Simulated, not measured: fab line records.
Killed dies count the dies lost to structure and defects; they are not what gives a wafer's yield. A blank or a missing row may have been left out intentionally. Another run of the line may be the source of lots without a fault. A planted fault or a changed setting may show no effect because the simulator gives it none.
One fault through the eyes of 2 desks ; flow nand-harc ; each desk has only its own numbers; what lay behind them comes last

== FROM THE METROLOGY DESK ==
What the gauges read for every lot (on any tool): the sampled wafers with a number, averaged. Any lot whose mean is over 4 standard deviations away from the usual mean is out of limits and marked OUT; that distance is given in the brackets.
Columns: A = thk-nm at NHARC_A_M1_THK_MEAS_24, usual 154.1 nm
lot;first seen here;A
L178;day 23 10:13;154.9
L177;day 23 11:09;154.4
L180;day 24 12:58;156.6
L186;day 27 09:17;153.0
L187;day 27 10:37;152.6
L189;day 28 18:50;152.7
L193;day 29 03:08;153.7
L192;day 29 04:28;153.4
L195;day 30 14:41;154.2
L197;day 31 05:29;154.6
L196;day 31 11:59;153.8
L198;day 32 02:40;155.7
This desk's finding: nothing out of limits on any of the 12 lots.

== THE DEFECT DESK ==
Counts from the inspections along the route, per lot, as means over the sampled wafers that have a number. Any lot whose mean is over 4 standard deviations away from the usual mean is out of limits and marked OUT; that distance is given in the brackets.
Columns: A = raw-defect-count at NHARC_A_M1_INSPECT_11, usual 86
lot;first seen here;A
L178;day 23 07:44;146
L177;day 23 08:40;23
L180;day 24 10:28;65
L186;day 27 06:46;67
L187;day 27 08:06;93
L189;day 28 16:22;62
L193;day 29 00:37;95
L192;day 29 01:56;78
L195;day 30 12:08;78
L197;day 31 02:56;128
L196;day 31 09:29;38
L198;day 32 00:12;66
This desk's finding: nothing out of limits on any of the 12 lots.

== BROUGHT TOGETHER ==
The metrology desk saw nothing out of limits.
Nothing the defect desk looked at was out of limits.

== WHAT WAS PUT IN BY THE SIMULATOR ==
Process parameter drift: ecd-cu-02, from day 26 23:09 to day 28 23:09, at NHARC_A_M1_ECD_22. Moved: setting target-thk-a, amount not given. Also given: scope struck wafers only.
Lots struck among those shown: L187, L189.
